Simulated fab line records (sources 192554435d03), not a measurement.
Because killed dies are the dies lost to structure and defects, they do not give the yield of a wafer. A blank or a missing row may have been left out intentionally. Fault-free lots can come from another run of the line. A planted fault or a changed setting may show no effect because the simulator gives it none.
The tool behind it: which one? || flow n5-finfet || 29 wafers from 12 lots sampled at 3 of the route's 1938 steps

## WHAT THE GAUGES READ, wafer by wafer
N5_BEOL_M4_RC_MEAS_101. Usual: DIBL_N 36.9 mV/V, standard deviation 2.1; DIBL_P 37.1 mV/V, standard deviation 2.5; IOFF_N 0.17 nA/um, standard deviation 0.039; IOFF_P 0.23 nA/um, standard deviation 0.043; ION_N 673 uA/um, standard deviation 15; ION_P 462 uA/um, standard deviation 9.1; SS_N 71.8 mV/dec, standard deviation 0.69; SS_P 73.6 mV/dec, standard deviation 0.74; VT_N 250 mV, standard deviation 3.6; VT_P -249.7 mV, standard deviation 2.9.
{"lot": "L961", "measured": "day 8 09:50", "on": "prober-02", "DIBL_N (mV/V)": "35.1 36.0 34.3", "DIBL_P (mV/V)": "37.0 36.9 35.4", "IOFF_N (nA/um)": "0.16 0.15 0.14", "IOFF_P (nA/um)": "0.24 0.23 0.20", "ION_N (uA/um)": "691 666 674", "ION_P (uA/um)": "474 459 464", "SS_N (mV/dec)": "71.2 71.7 71.2", "SS_P (mV/dec)": "74.0 73.6 73.3", "VT_N (mV)": "251 253 249", "VT_P (mV)": "-247.6 -248.0 -248.0", "flag": ""}
{"lot": "L963", "measured": "day 8 12:47", "on": "prober-01", "DIBL_N (mV/V)": "33.5 35.6 35.8", "DIBL_P (mV/V)": "33.0 35.0 35.6", "IOFF_N (nA/um)": "0.12 0.15 0.14", "IOFF_P (nA/um)": "0.17 0.19 0.19", "ION_N (uA/um)": "677 665 667", "ION_P (uA/um)": "465 453 452", "SS_N (mV/dec)": "70.8 71.1 70.7", "SS_P (mV/dec)": "72.1 72.9 73.2", "VT_N (mV)": "254 249 251", "VT_P (mV)": "-252.8 -252.3 -250.6", "flag": ""}
{"lot": "L962", "measured": "day 8 13:13", "on": "prober-02", "DIBL_N (mV/V)": "40.9 39.4", "DIBL_P (mV/V)": "43.9 41.2", "IOFF_N (nA/um)": "0.29 0.23", "IOFF_P (nA/um)": "0.35 0.29", "ION_N (uA/um)": "703 682", "ION_P (uA/um)": "476 461", "SS_N (mV/dec)": "72.5 72.1", "SS_P (mV/dec)": "75.0 74.2", "VT_N (mV)": "241 245", "VT_P (mV)": "-245.6 -245.4", "flag": ""}
{"lot": "L965", "measured": "day 9 03:45", "on": "prober-01", "DIBL_N (mV/V)": "38.2 38.3 40.7", "DIBL_P (mV/V)": "38.3 36.5 40.6", "IOFF_N (nA/um)": "0.17 0.16 0.23", "IOFF_P (nA/um)": "0.27 0.22 0.31", "ION_N (uA/um)": "664 658 681", "ION_P (uA/um)": "468 450 468", "SS_N (mV/dec)": "71.4 72.4 72.2", "SS_P (mV/dec)": "73.9 74.1 74.6", "VT_N (mV)": "247 251 247", "VT_P (mV)": "-245.9 -251.2 -244.4", "flag": ""}
{"lot": "L964", "measured": "day 9 05:56", "on": "prober-02", "DIBL_N (mV/V)": "35.4 37.6", "DIBL_P (mV/V)": "35.1 37.6", "IOFF_N (nA/um)": "0.14 0.18", "IOFF_P (nA/um)": "0.20 0.22", "ION_N (uA/um)": "662 683", "ION_P (uA/um)": "456 469", "SS_N (mV/dec)": "71.9 72.3", "SS_P (mV/dec)": "74.4 74.3", "VT_N (mV)": "255 251", "VT_P (mV)": "-251.6 -250.2", "flag": ""}
{"lot": "L973", "measured": "day 11 10:51", "on": "prober-01", "DIBL_N (mV/V)": "36.4 37.2", "DIBL_P (mV/V)": "37.1 37.6", "IOFF_N (nA/um)": "0.15 0.15", "IOFF_P (nA/um)": "0.22 0.23", "ION_N (uA/um)": "675 675", "ION_P (uA/um)": "465 472", "SS_N (mV/dec)": "72.1 71.5", "SS_P (mV/dec)": "73.7 73.6", "VT_N (mV)": "253 254", "VT_P (mV)": "-253.2 -250.4", "flag": ""}
{"lot": "L975", "measured": "day 11 19:59", "on": "prober-02", "DIBL_N (mV/V)": "39.5 37.3", "DIBL_P (mV/V)": "38.7 38.4", "IOFF_N (nA/um)": "0.20 0.16", "IOFF_P (nA/um)": "0.21 0.21", "ION_N (uA/um)": "673 678", "ION_P (uA/um)": "460 463", "SS_N (mV/dec)": "72.6 71.5", "SS_P (mV/dec)": "74.1 73.8", "VT_N (mV)": "250 250", "VT_P (mV)": "-253.2 -253.3", "flag": ""}
{"lot": "L976", "measured": "day 12 08:41", "on": "prober-01", "DIBL_N (mV/V)": "38.7 40.3", "DIBL_P (mV/V)": "39.0 41.2", "IOFF_N (nA/um)": "0.19 0.20", "IOFF_P (nA/um)": "0.24 0.27", "ION_N (uA/um)": "689 695", "ION_P (uA/um)": "465 474", "SS_N (mV/dec)": "72.4 72.6", "SS_P (mV/dec)": "72.8 73.8", "VT_N (mV)": "246 246", "VT_P (mV)": "-249.5 -246.3", "flag": ""}
{"lot": "L978", "measured": "day 12 15:34", "on": "prober-01", "DIBL_N (mV/V)": "34.4 37.2 38.1", "DIBL_P (mV/V)": "34.4 37.1 38.7", "IOFF_N (nA/um)": "0.12 0.17 0.19", "IOFF_P (nA/um)": "0.16 0.19 0.22", "ION_N (uA/um)": "665 671 687", "ION_P (uA/um)": "450 457 462", "SS_N (mV/dec)": "71.6 71.5 71.6", "SS_P (mV/dec)": "73.0 73.6 73.9", "VT_N (mV)": "254 249 246", "VT_P (mV)": "-251.9 -252.1 -250.4", "flag": ""}
{"lot": "L980", "measured": "day 12 20:01", "on": "prober-02", "DIBL_N (mV/V)": "35.4 37.2", "DIBL_P (mV/V)": "36.7 37.4", "IOFF_N (nA/um)": "0.15 0.17", "IOFF_P (nA/um)": "0.21 0.22", "ION_N (uA/um)": "682 679", "ION_P (uA/um)": "469 463", "SS_N (mV/dec)": "71.2 71.5", "SS_P (mV/dec)": "73.3 74.3", "VT_N (mV)": "250 250", "VT_P (mV)": "-251.0 -249.4", "flag": ""}
{"lot": "L979", "measured": "day 12 20:08", "on": "prober-01", "DIBL_N (mV/V)": "40.9 39.5", "DIBL_P (mV/V)": "43.4 40.8", "IOFF_N (nA/um)": "0.28 0.22", "IOFF_P (nA/um)": "0.34 0.28", "ION_N (uA/um)": "707 682", "ION_P (uA/um)": "486 456", "SS_N (mV/dec)": "74.2 73.1", "SS_P (mV/dec)": "75.1 75.3", "VT_N (mV)": "243 244", "VT_P (mV)": "-244.5 -247.6", "flag": ""}
{"lot": "L982", "measured": "day 13 14:06", "on": "prober-02", "DIBL_N (mV/V)": "37.3 33.3 37.4", "DIBL_P (mV/V)": "35.9 32.1 37.0", "IOFF_N (nA/um)": "0.17 0.11 0.19", "IOFF_P (nA/um)": "0.21 0.15 0.23", "ION_N (uA/um)": "681 664 700", "ION_P (uA/um)": "462 455 474", "SS_N (mV/dec)": "72.1 70.4 71.9", "SS_P (mV/dec)": "73.4 72.4 73.5", "VT_N (mV)": "248 254 245", "VT_P (mV)": "-250.6 -254.1 -250.7", "flag": ""}

N5_MIM_BOT_LITHO_CD_MEAS_08: the cd target is 3000 nm. Usual: cd-nm 2998.2 nm, standard deviation 2.5.
{"lot": "L961", "measured": "day 12 01:52", "on": "cd-sem-01", "cd-nm (nm)": "2999.2 3002.5 2997.6", "flag": ""}
{"lot": "L963", "measured": "day 12 05:02", "on": "cd-sem-03", "cd-nm (nm)": "2996.7 3002.5 2996.5", "flag": ""}
{"lot": "L962", "measured": "day 12 08:17", "on": "cd-sem-01", "cd-nm (nm)": "2995.3 2996.8", "flag": ""}
{"lot": "L965", "measured": "day 12 21:23", "on": "cd-sem-01", "cd-nm (nm)": "3002.6 2994.5 2998.5", "flag": ""}
{"lot": "L964", "measured": "day 13 03:55", "on": "cd-sem-02", "cd-nm (nm)": "2994.0 2995.2", "flag": ""}
{"lot": "L973", "measured": "day 15 04:22", "on": "cd-sem-03", "cd-nm (nm)": "2999.5 2999.6", "flag": ""}
{"lot": "L975", "measured": "day 15 12:23", "on": "cd-sem-01", "cd-nm (nm)": "2995.5 2998.8", "flag": ""}
{"lot": "L976", "measured": "day 16 01:16", "on": "cd-sem-02", "cd-nm (nm)": "2997.4 2997.0", "flag": ""}
{"lot": "L978", "measured": "day 16 03:44", "on": "cd-sem-02", "cd-nm (nm)": "2993.5 2995.5 2997.7", "flag": ""}
{"lot": "L980", "measured": "day 16 08:33", "on": "cd-sem-02", "cd-nm (nm)": "2994.5 2996.2", "flag": ""}
{"lot": "L979", "measured": "day 16 19:37", "on": "cd-sem-03", "cd-nm (nm)": "2998.1 3002.0", "flag": ""}
{"lot": "L982", "measured": "day 17 12:37", "on": "cd-sem-03", "cd-nm (nm)": "2999.3 2998.7 2999.5", "flag": ""}

## EACH LOT AND THE TOOL THAT RAN IT (in order: tool; ch and the chambers of the sampled wafers; start)
{"lot": "L961", "N5_MIM_TOP_ALD_01": "ald-hk-02 ch 0,2,3, day 12 01:52 or earlier"}
{"lot": "L963", "N5_MIM_TOP_ALD_01": "ald-hk-02 ch 1,2, day 12 05:02 or earlier"}
{"lot": "L962", "N5_MIM_TOP_ALD_01": "ald-hk-03 ch 1,3, day 12 08:17 or earlier"}
{"lot": "L965", "N5_MIM_TOP_ALD_01": "ald-hk-01 ch 1,2,3, day 12 21:23 or earlier"}
{"lot": "L964", "N5_MIM_TOP_ALD_01": "ald-hk-02 ch 1,2, day 13 03:55 or earlier"}
{"lot": "L973", "N5_MIM_TOP_ALD_01": "ald-hk-03 ch 0,3, day 15 04:22 or earlier"}
{"lot": "L975", "N5_MIM_TOP_ALD_01": "ald-hk-03 ch 0,3, day 15 12:23 or earlier"}
{"lot": "L976", "N5_MIM_TOP_ALD_01": "ald-hk-03 ch 0,1, day 16 01:16 or earlier"}
{"lot": "L978", "N5_MIM_TOP_ALD_01": "ald-hk-03 ch 0,1, day 16 03:44 or earlier"}
{"lot": "L980", "N5_MIM_TOP_ALD_01": "ald-hk-02 ch 1,3, day 16 08:33 or earlier"}
{"lot": "L979", "N5_MIM_TOP_ALD_01": "ald-hk-02 ch 2,3, day 16 19:37 or earlier"}
{"lot": "L982", "N5_MIM_TOP_ALD_01": "ald-hk-02 ch 0,1,2, day 17 12:37 or earlier"}
- N5_MIM_TOP_ALD_01: deposits HfO2, target thk 5.6 nm, pulse time 1 s, purge time 3 s.

## WHAT THE TOOLS THEMSELVES READ (means of the sampled wafers that have a number; where no wafer has one, the mark that the record gives instead)
N5_MIM_TOP_ALD_01. Usual: precursor-pulse-height-rel 1.003, standard deviation 0.021.
{"lot": "L961", "tool": "ald-hk-02", "precursor-pulse-height-rel": 1.033, "flag": ""}
{"lot": "L963", "tool": "ald-hk-02", "precursor-pulse-height-rel": 0.999, "flag": ""}
{"lot": "L962", "tool": "ald-hk-03", "precursor-pulse-height-rel": 1.014, "flag": ""}
{"lot": "L965", "tool": "ald-hk-01", "precursor-pulse-height-rel": 1.009, "flag": ""}
{"lot": "L964", "tool": "ald-hk-02", "precursor-pulse-height-rel": 1.012, "flag": ""}
{"lot": "L973", "tool": "ald-hk-03", "precursor-pulse-height-rel": 0.996, "flag": ""}
{"lot": "L975", "tool": "ald-hk-03", "precursor-pulse-height-rel": 0.981, "flag": ""}
{"lot": "L976", "tool": "ald-hk-03", "precursor-pulse-height-rel": 1.014, "flag": ""}
{"lot": "L978", "tool": "ald-hk-03", "precursor-pulse-height-rel": 1.002, "flag": ""}
{"lot": "L980", "tool": "ald-hk-02", "precursor-pulse-height-rel": 0.990, "flag": ""}
{"lot": "L979", "tool": "ald-hk-02", "precursor-pulse-height-rel": 0.987, "flag": ""}
{"lot": "L982", "tool": "ald-hk-02", "precursor-pulse-height-rel": 1.019, "flag": ""}

## THE ANSWER, worked out from the rows above alone
Rule: a lot counts as off when the mean over its wafers that have a number is more than 3 standard deviations away from the usual mean. Also off: a lot with no number at a reading for which 4 or more lots have one. The other lots that the step has rows for count as sound. First the gauges in route order, then the tools' own readings, where a lot's mean is used as printed above. The first step at which some lot is off is used, and at that step the reading that is off furthest; a lot without a number counts as furthest.
Nothing can be told from this: no lot is off at any reading shown.

## WHAT THE SIMULATOR PUT IN
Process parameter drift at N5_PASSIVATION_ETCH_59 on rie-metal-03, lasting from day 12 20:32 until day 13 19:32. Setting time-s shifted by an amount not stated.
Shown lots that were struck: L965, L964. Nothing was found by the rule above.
